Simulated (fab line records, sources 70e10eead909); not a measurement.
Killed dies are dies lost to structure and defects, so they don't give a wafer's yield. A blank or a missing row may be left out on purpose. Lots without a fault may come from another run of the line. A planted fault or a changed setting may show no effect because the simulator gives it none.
fab line records | flow nand_harc
record lots=24 wafers=72 last_day=33
route steps=1302 shown A_SGD_CUT@915 A_SLIT@924 A_CONTACT@985
lots that met no fault: from a run of the same line without faults
start_h: hours from the record's first day to the start of the lot's first wafer shown | wait_h: hours since the lot's step before | " the same as in the row above | L1.1+2: a row that stands for several wafers | - no value, or no start given | * or withheld: withheld | < > ~ a bound
route shown NAME@n: a module of which the file shows steps, and the number in the route of the first | usual: mean/standard deviation of fault-free wafers | same: alike in all rows | chamber/n: place in a boat | sites: the reading at each site | _std_site: their standard deviation | _edge_site: outer sites' mean less inner sites' | radius_mm: how far each site lies from the wafer's centre | mask NAME#n: copy n | behind: the tool/chamber that last shaped the wafer | hold: why the lot was held/for how many hours/how that ended | device: the transistor (n, p or np) that didn't switch | end of line: the same wafers' tests at the end of the route | a step without rows: its recipe alone | killed: dies lost to structure and defects at the first sort, not the wafer's yield | map: a wafer's dies, x killed, . not, _ none there
set.NAME: the setting as run; set.NAME@STEP: as run at that earlier step | model.NAME: the simulator's own value behind a step, which no gauge read
steps of the route over a sample of lots; a table a step, a row a wafer
services: from which hour (start_h, from the record's first day; less than 0 if before it) a tool's chamber was out of use, for how many hours, and why
## steps
# step NHARC_A_SGD_CUT_CMP_21
# recipe target_thk_nm=148.19
# usual motor_current_A=12.2/1.2 time_to_endpoint_s=50/3.9
# columns lot.wafer tool chamber start_h wait_h motor_current_A time_to_endpoint_s
L074.1 cmp-01 0 444.55 0.4 10.7 50
L074.3 " 2 " " 13.0 49
L074.5 " 3 " " 11.2 53
L075.2 cmp-01 0 460.80 0.4 10.8 50
L075.4 " 1 " " 12.7 57
L075.3 " 3 " " 9.9 52
L076.1 cmp-02 2 460.89 0.5 11.4 54
L076.3 " 3 " " 12.4 48
L076.4 " 1 " " 13.0 50
L077.1 cmp-03 3 492.86 0.4 11.7 48
L077.2 " 2 " " 11.4 56
L077.6 " 0 " " 12.9 47
L080.4 cmp-03 0 493.01 0.5 13.2 44
L080.1 " 2 " " 10.9 52
L080.5 " 0 " " 13.6 43
L078.4 cmp-03 0 505.67 0.4 13.0 43
L078.2 " 3 " " 11.5 46
L078.6 " 0 " " 13.3 46
L082.1 cmp-02 0 514.04 0.4 11.3 49
L082.4 " 2 " " 11.3 52
L082.5 " 3 " " 11.9 45
L079.3 cmp-03 0 514.04 0.4 13.9 45
L079.6 " 3 " " 11.9 50
L079.5 " 0 " " 13.0 44
L081.2 cmp-01 0 514.04 0.4 10.0 51
L081.3 " 2 " " 13.5 51
L081.6 " 3 " " 10.7 53
L083.3 cmp-02 2 535.93 0.4 11.7 57
L083.1 " 0 " " 11.6 51
L083.5 " 3 " " 12.6 52
L084.3 cmp-03 1 547.80 0.4 13.2 45
L084.1 " 3 " " 11.9 46
L084.5 " 2 " " 10.6 49
L085.2 cmp-01 3 558.71 0.4 10.7 53
L085.3 " 0 " " 10.4 50
L085.6 " 2 " " 13.1 48
L086.1 cmp-02 0 568.18 0.4 11.1 49
L086.4 " 1 " " 13.3 51
L086.3 " 3 " " 12.1 50
L087.1 cmp-01 1 568.20 0.4 13.4 57
L087.2 " 2 " " 12.9 47
L087.6 " 0 " " 10.7 47
L089.3 cmp-03 1 589.65 0.4 13.6 44
L089.6 " 0 " " 13.0 42
L089.5 " 1 " " 14.2 50
L090.1 cmp-02 0 604.66 0.4 11.5 52
L090.2 " 1 " " 13.0 51
L090.4 " 2 " " 11.7 53
L088.1 cmp-03 0 610.85 0.4 13.2 46
L088.3 " 3 " " 12.3 49
L088.5 " 1 " " 14.2 52
L091.4 cmp-01 1 626.77 0.4 13.2 54
L091.6 " 3 " " 11.0 50
L091.5 " 0 " " 10.2 45
L092.4 cmp-03 2 626.84 0.5 11.4 55
L092.6 " 0 " " 13.2 48
L092.5 " 1 " " 14.3 51
L093.4 cmp-02 1 644.72 0.4 13.8 51
L093.1 " 2 " " 11.2 53
L093.5 " 2 " " 11.5 54
L094.4 cmp-01 2 644.73 0.4 12.4 46
L094.1 " 0 " " 10.9 49
L094.5 " 3 " " 10.9 48
L096.1 cmp-01 3 661.16 0.4 10.2 51
L096.4 " 0 " " 10.5 46
L096.6 " 1 " " 13.6 56
L095.1 cmp-02 1 661.16 0.4 13.5 50
L095.3 " 2 " " 11.9 54
L095.5 " 3 " " 11.4 46
L097.1 cmp-01 2 675.26 0.4 13.1 51
L097.4 " 3 " " 10.3 53
L097.3 " 0 " " 10.7 51
# step NHARC_A_SLIT_DEP_23
# recipe target_thk_a=1000 target_thk_nm=100 temp_c=400 pressure_torr=3.5 flow_sccm=200 rf_w=350 material=SiON
# usual heater_power_w=727/120
# columns lot.wafer tool chamber start_h wait_h heater_power_w since_wet_clean_h
L074.3 pecvd-01 1 453.25 1.9 806 129
L074.1 " 2 " " 919 129
L074.5 " 0 " " 655 -
L075.3 pecvd-04 1 465.78 1.9 629 3
L075.2 " 2 " " 682 3
L075.4 " 1 " " 641 -
L076.3 pecvd-01 2 466.19 1.9 876 142
L076.1 " 1 " " 859 142
L076.4 " 0 " " 718 -
L077.1 pecvd-04 2 497.81 3.2 594 35
L077.2 " 0 " " 837 35
L077.6 " 1 " " 647 -
L080.1 pecvd-04 1 499.34 3.2 595 36
L080.5 " 0 " " 875 -
L080.4 " 1 " " 597 -
L078.2 pecvd-01 1 511.92 2.6 831 7
L078.4 " 0 " " 615 -
L078.6 " 2 " " 879 -
L082.1 pecvd-04 2 519.20 3.2 707 56
L082.4 " 1 " " 583 -
L082.5 " 0 " " 908 -
L079.3 pecvd-04 2 520.57 1.9 657 57
L079.5 " 2 " " 668 -
L079.6 " 0 " " 890 -
L081.2 pecvd-02 1 521.75 2.6 637 -
L081.3 " 1 " " 650 -
L081.6 " 1 " " 660 -
L083.3 pecvd-01 0 541.22 1.9 596 36
L083.1 " 1 " " 849 36
L083.5 " 2 " " 868 -
L084.3 pecvd-01 1 555.02 1.9 850 50
L084.1 " 0 " " 672 50
L084.5 " 2 " " 866 -
L085.2 pecvd-04 0 570.54 2.6 876 107
L085.3 " 1 " " 585 107
L085.6 " 0 " " 888 -
L086.3 pecvd-01 0 579.37 1.9 621 74
L086.1 " 1 " " 749 74
L086.4 " 0 " " 612 -
L087.1 pecvd-02 2 579.43 3.2 900 158
L087.2 " 0 " " 668 158
L087.6 " 2 " " 884 -
L089.3 pecvd-01 0 594.60 2.0 611 89
L089.6 " 1 " " 827 -
L089.5 " 2 " " 884 -
L090.1 pecvd-04 1 609.58 3.2 692 146
L090.2 " 2 " " 583 146
L090.4 " 0 " " 886 -
L088.1 pecvd-04 1 618.05 3.2 579 155
L088.3 " 2 " " 713 155
L088.5 " 0 " " 755 -
L091.5 pecvd-02 1 632.75 0.7 571 -
L091.4 " 2 " " 899 -
L091.6 " 0 " " 580 -
L092.5 pecvd-02 2 633.80 0.7 853 -
L092.6 " 0 " " 595 -
L092.4 " 1 " " 613 -
L093.1 pecvd-02 2 649.64 3.2 857 48
L093.4 " 1 " " 644 -
L093.5 " 0 " " 627 -
L094.1 pecvd-01 2 649.65 3.2 878 144
L094.5 " 1 " " 819 -
L094.4 " 0 " " 542 -
L095.1 pecvd-01 2 667.98 3.2 738 163
L095.3 " 0 " " 651 163
L095.5 " 1 " " 887 -
L096.1 pecvd-02 2 668.01 3.3 912 66
L096.6 " 1 " " 644 -
L096.4 " 0 " " 613 -
L097.3 pecvd-02 0 681.40 1.9 665 79
L097.1 " 2 " " 794 79
L097.4 " 0 " " 543 -
# step NHARC_A_SLIT_ETCH_15
# recipe target_depth_a=62000 over_etch_frac=0.3 time_s=1612 ion_energy_ev=150 o2_flow_sccm=400 cos_flow_sccm=20 ar_flow_sccm=0 rf_w=500 bias_w=300 chemistry=O2/COS
# usual cos_flow_sccm=20.00/0.058 drypump_motor_current_A=5.6/0.54 oes_product_au=1.002/0.014 rf_vpp_V=315.7/1.8 showerhead_plenum_p_Torr=3.23/0.11 throttle_valve_pct=28.330/0.01
# columns lot.wafer tool chamber start_h wait_h cos_flow_sccm drypump_motor_current_A oes_product_au rf_hours_counter_h rf_vpp_V showerhead_plenum_p_Torr throttle_valve_pct
L074.1 rie_diel-11 3 - - 19.99 5.5 1.024 0.8 315.8 3.31 28.316
L074.3 " 2 " " 20.07 6.6 0.999 1.3 312.8 3.05 28.332
L074.5 " 3 " " 20.08 5.5 1.018 - 317.2 3.31 28.322
L075.3 rie_diel-11 1 - - 19.92 4.9 0.974 2.3 316.6 3.22 28.326
L075.4 " 2 " " 19.96 6.6 0.999 2.3 312.6 3.05 28.334
L075.2 " 0 " " 19.95 5.6 0.986 2.5 315.5 3.14 28.328
L076.1 rie_diel-04 1 - - 20.04 4.7 1.019 6.8 316.9 3.33 28.323
L076.3 " 2 " " 19.94 5.8 1.020 6.6 317.4 3.29 28.328
L076.4 " 3 " " 19.99 6.3 1.018 6.4 316.4 3.30 28.320
L077.2 rie_diel-03 2 - - 19.90 5.5 1.011 1.7 314.3 3.23 28.323
L077.1 " 3 " " 19.98 5.6 1.004 1.7 316.0 3.32 28.347
L077.6 " 0 " " 20.01 5.2 1.010 - 315.6 3.29 28.340
L080.1 rie_diel-04 0 - - 20.00 5.3 1.009 8.4 317.0 3.34 28.318
L080.4 " 3 " " 19.99 6.3 1.003 8.0 316.0 3.30 28.312
L080.5 " 1 " " 19.92 4.7 1.001 - 317.3 3.33 28.339
L078.2 rie_diel-03 2 - - 20.09 5.5 1.008 2.6 315.2 3.23 28.344
L078.4 " 0 " " 19.85 5.2 1.011 2.9 316.4 3.29 28.316
L078.6 " 2 " " 20.02 5.5 1.002 - 318.0 3.23 28.338
L082.1 rie_diel-11 1 - - 20.03 4.9 0.962 4.0 313.8 3.21 28.329
L082.4 " 2 " " 20.14 6.6 0.987 3.8 313.6 3.05 28.348
L082.5 " 0 " " 19.98 5.6 1.003 - 315.5 3.14 28.346
L079.3 rie_diel-03 1 - - 19.92 6.2 0.989 3.5 312.5 2.96 28.333
L079.5 " 0 " " 19.92 5.2 0.994 - 317.4 3.28 28.343
L079.6 " 1 " " 20.03 6.2 0.985 - 310.1 2.96 28.330
L081.3 rie_diel-11 0 - - 20.03 5.6 1.010 4.8 314.9 3.14 28.345
L081.2 " 3 " " 20.06 5.5 1.016 4.5 317.3 3.31 28.318
L081.6 " 0 " " 20.00 5.6 1.015 - 314.5 3.14 28.326
L083.3 rie_diel-11 3 - - 19.97 5.5 1.004 5.8 317.7 3.31 28.335
L083.1 " 1 " " 20.06 4.9 0.964 6.4 315.6 3.21 28.323
L083.5 " 0 " " 20.06 5.6 0.994 - 315.4 3.14 28.317
L084.3 rie_diel-04 2 - - 19.97 5.8 1.020 0.5 316.3 3.29 28.342
L084.1 " 0 " " 19.99 5.4 0.999 0.5 318.3 3.34 28.317
L084.5 " 2 " " 19.95 5.8 1.016 - 315.6 3.29 28.345
L085.2 rie_diel-04 0 - - 19.88 5.4 1.002 1.1 317.0 3.34 28.342
L085.3 " 1 " " 19.99 4.7 1.008 1.5 317.4 3.32 28.337
L085.6 " 0 " " 19.91 5.4 1.002 - 318.7 3.34 28.323
L086.1 rie_diel-04 0 - - 20.01 5.4 1.004 2.6 317.3 3.34 28.341
L086.3 " 1 " " 19.96 4.7 1.017 2.4 316.9 3.32 28.332
L086.4 " 3 " " 20.01 6.3 1.008 2.7 315.0 3.30 28.336
L087.1 rie_diel-11 3 - - 20.01 5.5 1.014 8.0 316.1 3.31 28.333
L087.2 " 0 " " 19.93 5.6 1.009 8.4 313.0 3.14 28.330
L087.6 " 1 " " 19.95 4.9 0.974 - 314.5 3.21 28.324
L089.3 rie_diel-03 2 - - 20.07 5.5 0.986 7.5 315.1 3.23 28.336
L089.5 " 0 " " 19.97 5.2 0.990 - 315.2 3.28 28.327
L089.6 " 1 " " 19.98 6.2 0.993 - 312.3 2.96 28.340
L090.1 rie_diel-03 0 - - 20.00 5.2 1.002 8.1 316.2 3.28 28.318
L090.2 " 1 " " 19.95 6.2 1.015 8.5 313.2 2.96 28.331
L090.4 " 2 " " 19.97 5.5 0.996 8.3 317.1 3.23 28.334
L088.1 rie_diel-03 0 - - 20.01 5.2 0.997 9.1 317.9 3.28 28.345
L088.3 " 1 " " 19.98 6.2 1.012 9.1 312.3 2.96 28.339
L088.5 " 3 " " 19.91 5.7 1.010 - 316.9 3.32 28.330
L091.4 rie_diel-11 1 - - 20.02 4.9 0.976 1.3 315.7 3.21 28.331
L091.6 " 0 " " 20.00 5.6 1.009 - 314.3 3.14 28.332
L091.5 " 1 " " 19.98 4.9 0.974 - 316.8 3.21 28.312
L092.4 rie_diel-04 1 - - 19.93 4.7 1.019 5.7 316.7 3.32 28.332
L092.6 " 1 " " 19.93 4.7 1.019 - 315.8 3.32 28.337
L092.5 " 2 " " 20.03 5.8 1.010 - 314.0 3.28 28.337
L093.4 rie_diel-03 3 - - 19.96 5.7 1.011 0.3 316.2 3.32 28.323
L093.1 " 0 " " 20.05 5.2 1.016 0.3 316.4 3.28 28.341
L093.5 " 1 " " 19.95 6.2 0.984 - 312.4 2.95 28.324
L094.1 rie_diel-11 3 - - 19.89 5.5 1.010 2.3 316.7 3.31 28.318
L094.4 " 0 " " 19.98 5.6 1.016 2.8 316.0 3.14 28.344
L094.5 " 2 " " 20.10 6.6 0.997 - 313.5 3.05 28.354
L095.3 rie_diel-11 1 - - 20.03 4.9 0.973 3.8 315.7 3.21 28.331
L095.1 " 2 " " 20.05 6.6 0.988 3.3 312.9 3.05 28.329
L095.5 " 1 " " 19.97 4.9 0.976 - 315.4 3.21 28.333
L096.1 rie_diel-04 3 - - 20.05 6.3 1.011 7.0 317.1 3.29 28.344
L096.4 " 1 " " 19.95 4.7 1.004 8.1 316.2 3.32 28.322
L096.6 " 0 " " 20.07 5.4 0.997 - 315.1 3.33 28.339
L097.1 rie_diel-04 3 - - 20.02 6.3 1.012 8.1 317.5 3.29 28.335
L097.4 " 0 " " 20.09 5.4 1.009 8.8 316.9 3.33 28.317
L097.3 " 1 " " 19.98 4.7 0.993 8.9 317.3 3.32 28.330
# step NHARC_A_CONTACT_DEP_28
# recipe target_thk_a=70000 temp_c=400 material=aC
# usual throttle_valve_pct=35.001/0.0094
# columns lot.wafer tool chamber start_h wait_h throttle_valve_pct
L074.1 acl_dep-02 0 491.28 0.9 35.000
L074.3 " 0 492.68 2.3 35.008
L074.5 " 0 494.09 3.7 34.993
L076.1 acl_dep-03 0 501.58 0.9 34.990
L076.3 " 0 502.99 2.3 35.002
L076.4 " 0 " " 35.007
L075.2 acl_dep-02 0 502.41 1.7 34.970
L075.3 " 0 " " 35.006
L075.4 " 0 " " 35.005
L077.1 acl_dep-03 0 530.79 0.1 35.004
L077.2 " 0 " " 35.000
L077.6 " 0 534.30 3.6 34.999
L080.1 acl_dep-02 0 533.89 0.1 35.003
L080.4 " 0 536.01 2.2 35.005
L080.5 " 0 " " 34.994
L078.2 acl_dep-03 0 551.15 4.7 34.995
L078.4 " 0 552.55 6.1 35.006
L078.6 " 0 553.95 7.5 34.999
L079.3 acl_dep-03 0 556.04 4.7 34.996
L079.5 " 0 557.44 6.1 35.010
L079.6 " 0 " " 35.002
L082.1 acl_dep-02 0 557.08 5.5 34.993
L082.4 " 0 559.21 7.6 34.996
L082.5 " 0 " " 34.995
L081.2 acl_dep-03 0 563.75 6.1 34.987
L081.3 " 0 " " 35.009
L081.6 " 0 566.56 8.9 35.000
L083.1 acl_dep-03 0 577.92 3.9 35.010
L083.3 " 0 579.34 5.4 34.991
L083.5 " 0 580.76 6.8 35.013
L084.1 acl_dep-02 0 590.69 0.7 35.016
L084.3 " 0 592.13 2.1 34.997
L084.5 " 0 593.57 3.6 35.011
L085.2 acl_dep-03 0 604.05 0.8 35.005
L085.3 " 0 " " 35.000
L085.6 " 0 606.88 3.6 35.019
L086.1 acl_dep-03 0 614.62 1.2 35.009
L086.3 " 0 616.02 2.6 34.996
L086.4 " 0 " " 34.990
L087.1 acl_dep-01 0 617.98 4.6 34.988
L087.2 " 0 " " 34.986
L087.6 " 0 621.50 8.1 35.005
L089.3 acl_dep-01 0 628.29 1.5 35.002
L089.5 " 0 629.70 2.9 34.985
L089.6 " 0 " " 35.004
L090.1 acl_dep-01 0 642.64 0.6 35.001
L090.2 " 0 " " 35.002
L090.4 " 0 644.78 2.7 34.998
L088.1 acl_dep-01 0 651.46 0.1 35.001
L088.3 " 0 652.89 1.5 35.003
L088.5 " 0 654.32 2.9 35.007
L091.4 acl_dep-02 0 670.07 5.2 34.986
L091.5 " 0 " " 35.004
L091.6 " 0 " " 35.016
L092.4 acl_dep-01 0 670.09 5.2 34.997
L092.5 " 0 " " 34.992
L092.6 " 0 " " 35.025
L093.1 acl_dep-03 0 684.72 1.2 34.993
L093.4 " 0 686.82 3.3 34.998
L093.5 " 0 " " 34.997
L094.1 acl_dep-02 0 688.34 1.9 35.018
L094.4 " 0 690.50 4.1 34.998
L094.5 " 0 " " 34.968
L096.1 acl_dep-02 0 709.90 0.1 35.001
L096.4 " 0 712.04 2.2 35.005
L096.6 " 0 713.47 3.6 34.997
L095.1 acl_dep-03 0 710.57 0.4 35.002
L095.3 " 0 712.00 1.8 35.019
L095.5 " 0 713.43 3.2 35.011
L097.1 acl_dep-03 0 715.22 0.1 35.010
L097.3 " 0 716.62 1.5 35.003
L097.4 " 0 " " 35.014
# step NHARC_A_CONTACT_INSPECT_44
# usual raw_defect_count=86/33
# columns lot.wafer tool chamber start_h wait_h raw_defect_count
L074.1 defect_inspect-01 - 496.36 0.0 66
L074.3 " - " " 57
L074.5 " - " " 48
L076.1 defect_inspect-01 - 506.68 0.0 121
L076.3 " - " " 114
L076.4 " - " " 104
L075.2 defect_inspect-01 - 506.82 0.0 150
L075.3 " - " " 136
L075.4 " - " " 168
L077.1 defect_inspect-01 - 535.74 0.0 71
L077.2 " - " " 70
L077.6 " - " " 82
L080.1 defect_inspect-02 - 538.89 0.0 57
L080.4 " - " " 60
L080.5 " - " " 68
L078.2 defect_inspect-02 - 555.39 0.0 66
L078.4 " - " " 78
L078.6 " - " " 80
L079.3 defect_inspect-02 - 559.71 0.0 60
L079.5 " - " " 72
L079.6 " - " " 80
L082.1 defect_inspect-02 - 562.08 0.0 124
L082.4 " - " " 148
L082.5 " - " " 146
L081.2 defect_inspect-01 - 568.14 0.0 119
L081.3 " - " " 142
L081.6 " - " " 122
L083.1 defect_inspect-01 - 583.06 0.0 68
L083.3 " - " " 69
L083.5 " - " " 70
L084.1 defect_inspect-01 - 595.88 0.0 9
L084.3 " - " " 12
L084.5 " - " " 16
L085.2 defect_inspect-02 - 608.33 0.0 78
L085.3 " - " " 85
L085.6 " - " " 94
L086.1 defect_inspect-02 - 619.68 0.0 84
L086.3 " - " " 107
L086.4 " - " " 85
L087.1 defect_inspect-01 - 622.95 0.0 55
L087.2 " - " " 60
L087.6 " - " " 54
L089.3 defect_inspect-02 - 631.98 0.0 142
L089.5 " - " " 147
L089.6 " - " " 147
L090.1 defect_inspect-01 - 647.79 0.0 110
L090.2 " - " " 119
L090.4 " - " " 112
L088.1 defect_inspect-01 - 656.62 0.0 107
L088.3 " - " " 92
L088.5 " - " " 103
L091.4 defect_inspect-01 - 673.05 0.0 105
L091.5 " - " " 113
L091.6 " - " " 96
L092.4 defect_inspect-01 - 673.21 0.0 78
L092.5 " - " " 91
L092.6 " - " " 76
L093.1 defect_inspect-01 - 689.79 0.0 84
L093.4 " - " " 90
L093.5 " - " " 65
L094.1 defect_inspect-02 - 693.52 0.0 50
L094.4 " - " " 62
L094.5 " - " " 77
L096.1 defect_inspect-02 - 715.04 0.0 78
L096.4 " - " " 87
L096.6 " - " " 83
L095.1 defect_inspect-01 - 715.60 0.0 40
L095.3 " - " " 48
L095.5 " - " " 48
L097.1 defect_inspect-01 - 720.17 0.0 79
L097.3 " - " " 61
L097.4 " - " " 58
# step NHARC_A_CONTACT_ETCH_116
# recipe source_w=withheld pressure_mtorr=20 bias_v=3000 time_s=190 target_depth_a=18500 ar_flow_sccm=withheld c4f8_flow_sccm=withheld o2_flow_sccm=withheld chemistry=C4F8/O2/Ar
# columns lot.wafer tool chamber start_h wait_h rf_hours_counter_h
L074.1 har_cap_etch-02 0 499.13 0.1 81
L074.3 " 0 " " -
L074.5 " 1 " " -
L076.1 har_cap_etch-03 0 510.16 0.1 42
L076.4 " 1 " " -
L076.3 " 0 " " -
L075.2 har_cap_etch-02 1 511.29 0.1 85
L075.4 " 0 " " -
L075.3 " 1 " " -
L077.2 har_cap_etch-03 1 538.53 0.1 48
L077.1 " 0 " " 48
L077.6 " 1 " " -
L080.1 har_cap_etch-01 1 541.66 0.1 4
L080.4 " 0 " " -
L080.5 " 1 " " -
L078.2 har_cap_etch-01 0 558.55 0.1 6
L078.4 " 1 " " -
L078.6 " 1 " " -
L079.3 har_cap_etch-02 1 562.55 0.1 -
L079.5 " 0 " " -
L079.6 " 1 " " -
L082.1 har_cap_etch-01 0 564.85 0.1 8
L082.4 " 0 " " -
L082.5 " 1 " " -
L081.2 har_cap_etch-02 1 570.91 0.1 94
L081.3 " 0 " " -
L081.6 " 0 " " -
L083.1 har_cap_etch-01 1 585.85 0.1 13
L083.3 " 0 " " -
L083.5 " 1 " " -
L084.1 har_cap_etch-01 0 598.64 0.1 16
L084.3 " 1 " " -
L084.5 " 1 " " -
L085.2 har_cap_etch-01 1 611.12 0.1 18
L085.3 " 0 " " -
L085.6 " 1 " " -
L086.1 har_cap_etch-03 1 622.78 0.2 63
L086.3 " 0 " " -
L086.4 " 1 " " -
L087.1 har_cap_etch-01 0 625.72 0.1 21
L087.2 " 1 " " 21
L087.6 " 1 " " -
L089.3 har_cap_etch-01 1 634.85 0.1 -
L089.5 " 1 " " -
L089.6 " 0 " " -
L090.1 har_cap_etch-01 0 650.56 0.1 27
L090.2 " 1 " " 27
L090.4 " 0 " " -
L088.1 har_cap_etch-03 0 659.40 0.1 70
L088.3 " 1 " " -
L088.5 " 0 " " -
L091.4 har_cap_etch-03 1 676.25 0.1 -
L091.5 " 1 " " -
L091.6 " 0 " " -
L092.4 har_cap_etch-01 1 677.16 0.1 -
L092.6 " 1 " " -
L092.5 " 0 " " -
L093.1 har_cap_etch-03 1 692.65 0.2 76
L093.4 " 1 " " -
L093.5 " 0 " " -
L094.1 har_cap_etch-01 0 696.28 0.1 35
L094.4 " 0 " " -
L094.5 " 0 " " -
L096.1 har_cap_etch-01 0 717.93 0.1 39
L096.4 " 0 " " -
L096.6 " 1 " " -
L095.1 har_cap_etch-03 0 718.42 0.1 80
L095.3 " 1 " " -
L095.5 " 0 " " -
L097.1 har_cap_etch-02 1 723.10 0.1 120
L097.4 " 1 " " -
L097.3 " 0 " " -
## services
# columns tool chamber start_h hours kind
acl_dep-02 - 427.16 13.0 pm
rie_diel-11 - 432.50 9.0 pm
pecvd-01 2 436.50 5.4 repair
pecvd-04 - 450.14 13.0 pm
cmp-03 - 459.19 4.0 pm
cmp-03 - 471.48 1.1 repair
rie_diel-11 2 472.17 13.9 repair
acl_dep-03 - 486.71 13.0 pm
cmp-03 - 487.95 1.4 repair
cmp-01 - 489.60 4.0 pm
pecvd-01 - 492.30 13.0 pm
har_cap_etch-01 - 497.88 17.0 pm
rie_diel-11 - 498.38 18.5 repair
rie_diel-11 2 520.48 8.3 repair
rie_diel-11 2 550.39 5.2 repair
cmp-01 - 587.60 4.0 pm
rie_diel-11 3 593.15 1.6 repair
rie_diel-11 - 609.50 9.0 pm
cmp-01 - 655.71 3.8 repair
acl_dep-03 - 668.01 13.0 pm
pecvd-01 - 673.30 13.0 pm
cmp-01 - 685.60 4.0 pm
pecvd-01 - 693.50 2.2 repair
rie_diel-11 3 708.37 4.5 repair
## key
fault none
